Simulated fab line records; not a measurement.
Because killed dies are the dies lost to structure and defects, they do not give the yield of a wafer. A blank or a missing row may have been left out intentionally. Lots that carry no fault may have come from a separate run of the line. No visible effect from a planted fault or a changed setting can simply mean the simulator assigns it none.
Split-lot study :: flow n5 finfet :: route with 1938 steps; 7 lots, 21 wafers read

ABOUT THE SPLIT
At N5_BEOL_M0_SAQP_ALD_48 (deposits SiO2, target thk 20 nm, pulse time 1 s, co reactant pulse time 1 s), the setting ald cycles was moved away from the recipe's 139 on 8 of the 21 wafers read, by -9.4% to +15.1%. This setting was run at the recipe's value on the other wafers.

The split's own step is where the reading is taken.

THE READING
SiO2_of_BEOL_M0_SAQP_ALD_48.thk nm (the simulator's own value, which no gauge read), in nm, at N5_BEOL_M0_SAQP_ALD_48 (deposits SiO2, target thk 20 nm, pulse time 1 s, co reactant pulse time 1 s). The file does not state a usual value for it. Average 20.0 nm, standard deviation 0.095 nm, over the 13 wafers here run with the recipe.

wafer: L080.3
tool, chamber at the split: ald sin-03, 2
ald cycles as run: 139
against the recipe: recipe
SiO2_of_BEOL_M0_SAQP_ALD_48.thk nm, nm: 20
against lot-mates on the recipe: -

wafer: L080.5
tool, chamber at the split: ald sin-03, 2,3
ald cycles as run: 146
against the recipe: +5.0%
SiO2_of_BEOL_M0_SAQP_ALD_48.thk nm, nm: 21
against lot-mates on the recipe: +1.0

wafer: L080.6
tool, chamber at the split: ald sin-03, 2,3
ald cycles as run: 146
against the recipe: +5.0%
SiO2_of_BEOL_M0_SAQP_ALD_48.thk nm, nm: 21
against lot-mates on the recipe: +1.0

wafer: L082.4
tool, chamber at the split: ald sin-02, 2,1
ald cycles as run: 148
against the recipe: +6.5%
SiO2_of_BEOL_M0_SAQP_ALD_48.thk nm, nm: 21.4
against lot-mates on the recipe: +1.4

wafer: L082.5
tool, chamber at the split: ald sin-02, 2,1
ald cycles as run: 148
against the recipe: +6.5%
SiO2_of_BEOL_M0_SAQP_ALD_48.thk nm, nm: 21.4
against lot-mates on the recipe: +1.4

wafer: L082.6
tool, chamber at the split: ald sin-02, 0
ald cycles as run: 139
against the recipe: recipe
SiO2_of_BEOL_M0_SAQP_ALD_48.thk nm, nm: 20
against lot-mates on the recipe: -

wafer: L083.3
tool, chamber at the split: ald sin-01, 3
ald cycles as run: 139
against the recipe: recipe
SiO2_of_BEOL_M0_SAQP_ALD_48.thk nm, nm: 20.2
against lot-mates on the recipe: -

wafer: L083.4
tool, chamber at the split: ald sin-01, 2
ald cycles as run: 139
against the recipe: recipe
SiO2_of_BEOL_M0_SAQP_ALD_48.thk nm, nm: 19.8
against lot-mates on the recipe: -

wafer: L083.5
tool, chamber at the split: ald sin-01, 1
ald cycles as run: 139
against the recipe: recipe
SiO2_of_BEOL_M0_SAQP_ALD_48.thk nm, nm: 20
against lot-mates on the recipe: -

wafer: L084.1
tool, chamber at the split: ald sin-01, 3
ald cycles as run: 139
against the recipe: recipe
SiO2_of_BEOL_M0_SAQP_ALD_48.thk nm, nm: 20.2
against lot-mates on the recipe: -

wafer: L084.3
tool, chamber at the split: ald sin-01, 1
ald cycles as run: 160
against the recipe: +15.1%
SiO2_of_BEOL_M0_SAQP_ALD_48.thk nm, nm: 23
against lot-mates on the recipe: +2.9

wafer: L084.4
tool, chamber at the split: ald sin-01, 2
ald cycles as run: 139
against the recipe: recipe
SiO2_of_BEOL_M0_SAQP_ALD_48.thk nm, nm: 20
against lot-mates on the recipe: -

wafer: L086.1
tool, chamber at the split: ald sin-03, 2
ald cycles as run: 139
against the recipe: recipe
SiO2_of_BEOL_M0_SAQP_ALD_48.thk nm, nm: 20
against lot-mates on the recipe: -

wafer: L086.4
tool, chamber at the split: ald sin-03, 2,3
ald cycles as run: 133
against the recipe: -4.3%
SiO2_of_BEOL_M0_SAQP_ALD_48.thk nm, nm: 19.2
against lot-mates on the recipe: -0.8

wafer: L086.6
tool, chamber at the split: ald sin-03, 2,3
ald cycles as run: 133
against the recipe: -4.3%
SiO2_of_BEOL_M0_SAQP_ALD_48.thk nm, nm: 19.2
against lot-mates on the recipe: -0.8

wafer: L092.1
tool, chamber at the split: ald sin-03, 0
ald cycles as run: 126
against the recipe: -9.4%
SiO2_of_BEOL_M0_SAQP_ALD_48.thk nm, nm: 18.2
against lot-mates on the recipe: -1.8

wafer: L092.3
tool, chamber at the split: ald sin-03, 3
ald cycles as run: 139
against the recipe: recipe
SiO2_of_BEOL_M0_SAQP_ALD_48.thk nm, nm: 20
against lot-mates on the recipe: -

wafer: L092.4
tool, chamber at the split: ald sin-03, 3
ald cycles as run: 139
against the recipe: recipe
SiO2_of_BEOL_M0_SAQP_ALD_48.thk nm, nm: 20
against lot-mates on the recipe: -

wafer: L097.2
tool, chamber at the split: ald sin-01, 3,1,2
ald cycles as run: 139
against the recipe: recipe
SiO2_of_BEOL_M0_SAQP_ALD_48.thk nm, nm: 20
against lot-mates on the recipe: -

wafer: L097.4
tool, chamber at the split: ald sin-01, 3,1,2
ald cycles as run: 139
against the recipe: recipe
SiO2_of_BEOL_M0_SAQP_ALD_48.thk nm, nm: 20
against lot-mates on the recipe: -

wafer: L097.6
tool, chamber at the split: ald sin-01, 3,1,2
ald cycles as run: 139
against the recipe: recipe
SiO2_of_BEOL_M0_SAQP_ALD_48.thk nm, nm: 20
against lot-mates on the recipe: -
When a row names more than one chamber, that row covers several wafers, and the file does not tell which wafer ran in which chamber.

THE FIT
A straight line over all 21 wafers: SiO2_of_BEOL_M0_SAQP_ALD_48.thk nm changes by +0.198 nm for each +1% of ald cycles; r = +1.00; the points scatter about the line by 0.085 nm.
The same after taking each lot's own level away (the mean of its wafers on the recipe; 21 wafers): +0.196 nm for each +1%; r = +1.00; scatter 0.085 nm.
The reading moves by 3 nm for the largest change in ald cycles, on that fit.
From 20.00 to 20.10 nm: that is the span of the lots' own levels, equal to 1.1 times the standard deviation above.
Hence the lot-to-lot level has little effect on the slope; both slopes agree.
Check: +3.04 nm against its lot-mates is what the line predicts for one of the wafers moved furthest among these (+15.1%) when that wafer is left out of the fit. Against them it came out at +2.9 nm.

THESE WAFERS: OTHER SPLITS
These wafers also went through other splits before the reading. Each is held against what the fit with the lots' levels taken away leaves over:
other split on the same wafers: N5_MOL_CONTACT_COAG_CVD_140 target thk a
wafers away from the commonest value: 10
r with SiO2_of_BEOL_M0_SAQP_ALD_48.thk nm (lot level and that fit taken away): +0.01

other split on the same wafers: N5_BEOL_M0_SAQP_HM_DEP_02 target thk a
wafers away from the commonest value: 7
r with SiO2_of_BEOL_M0_SAQP_ALD_48.thk nm (lot level and that fit taken away): -0.13

FILE'S OWN FIT
SiO2_of_BEOL_M0_SAQP_ALD_48.thk nm changes by +0.195 nm for each +1% of ald cycles, r = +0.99.
